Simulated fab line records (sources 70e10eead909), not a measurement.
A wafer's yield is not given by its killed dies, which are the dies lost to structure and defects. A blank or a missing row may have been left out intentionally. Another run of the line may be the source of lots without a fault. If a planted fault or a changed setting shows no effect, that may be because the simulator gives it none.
Which of the tools did it? + flow nandHarc + 39 wafers from 13 lots sampled at 2 of the route's 1302 steps

WHAT EACH GAUGE READ, for each wafer
NHARC_A_BONDPAD_CD_MEAS_09 targets a cd of 500 nm.
| lot  | measured     | on       | cdNm (nm)         |
|------|--------------|----------|-------------------|
| L641 | day 23 06:13 | cdSem-03 | 500.5 498.8 499.2 |
| L643 | day 23 18:04 | cdSem-03 | 497.3 498.6 496.0 |
| L642 | day 23 21:15 | cdSem-01 | 500.0 502.4 498.6 |
| L644 | day 24 09:00 | cdSem-02 | 500.9 499.9 500.9 |
| L646 | day 24 14:04 | cdSem-01 | 498.8 500.2 502.4 |
| L647 | day 25 06:36 | cdSem-03 | 498.4 499.6 498.6 |
| L649 | day 26 07:22 | cdSem-02 | 498.5 502.0 501.0 |
| L650 | day 26 13:53 | cdSem-03 | 498.6 500.5 495.5 |
| L648 | day 26 23:01 | cdSem-02 | 499.4 500.7 500.2 |
| L651 | day 27 17:07 | cdSem-03 | 497.5 501.7 498.9 |
| L652 | day 27 21:14 | cdSem-02 | 499.4 498.5 500.3 |
| L653 | day 28 10:08 | cdSem-01 | 499.8 500.8 502.6 |
| L655 | day 29 01:43 | cdSem-03 | 497.7 497.9 500.1 |

TOOL THAT RAN EACH LOT (tool first, then ch and the chambers of the sampled wafers, then the start)
| lot  | NHARC_A_BONDPAD_CMP_29        |
|------|-------------------------------|
| L641 | cmp-01 ch 1,2,3, day 23 05:23 |
| L643 | cmp-02 ch 0,1, day 23 17:15   |
| L642 | cmp-01 ch 0,1,3, day 23 20:34 |
| L644 | cmp-04 ch 1,2,3, day 24 08:15 |
| L646 | cmp-04 ch 0,1, day 24 13:23   |
| L647 | cmp-01 ch 0,1,2, day 25 05:56 |
| L649 | cmp-02 ch 0,2, day 26 06:41   |
| L650 | cmp-01 ch 0,2, day 26 13:13   |
| L648 | cmp-02 ch 1,2,3, day 26 22:11 |
| L651 | cmp-02 ch 0,2,3, day 27 16:20 |
| L652 | cmp-02 ch 0,1,2, day 27 20:26 |
| L653 | cmp-02 ch 1,3, day 28 09:19   |
| L655 | cmp-04 ch 0,1, day 29 00:56   |
- NHARC_A_BONDPAD_CMP_29: polishes SiCN, target thk 200 nm.

WHAT THE TOOLS THEMSELVES READ (means of the sampled wafers that have a number; where no wafer has one, the mark that the record gives instead)
NHARC_A_BONDPAD_CMP_29.
| lot  | tool   | motorCurrentA (A) |
|------|--------|-------------------|
| L641 | cmp-01 | 11.5              |
| L643 | cmp-02 | 13.2              |
| L642 | cmp-01 | 11.8              |
| L644 | cmp-04 | 12.8              |
| L646 | cmp-04 | 12.9              |
| L647 | cmp-01 | 11.4              |
| L649 | cmp-02 | 12.5              |
| L650 | cmp-01 | 11.8              |
| L648 | cmp-02 | 11.3              |
| L651 | cmp-02 | 11.9              |
| L652 | cmp-02 | 12.7              |
| L653 | cmp-02 | 11.3              |
| L655 | cmp-04 | 12.8              |

THE ANSWER, worked out from the rows above alone
Rule: what is usual is taken from the lots themselves. The widest of any qualifying gaps counts: lots, ordered by their means at a reading, are off when they make up no more than a third of the lots, leave a main group of 4 or more, and stand apart from it by 3 or more times the standard deviation of that group's means. Not used: any main group whose means are identical at the precision the tables above print for the reading. A lot without any number at a reading at which 4 lots or more have one is off too. All remaining lots with rows at the step are treated as sound. Order of review: gauges by route order, followed by the tools' own readings, for which a lot's mean as printed above is used. At the first step where some lot is off, the reading lying furthest off is the one used; lots without a number count as furthest.
None of the lots is off at any reading shown; this tells nothing.

WHAT THE SIMULATOR HAD INSERTED
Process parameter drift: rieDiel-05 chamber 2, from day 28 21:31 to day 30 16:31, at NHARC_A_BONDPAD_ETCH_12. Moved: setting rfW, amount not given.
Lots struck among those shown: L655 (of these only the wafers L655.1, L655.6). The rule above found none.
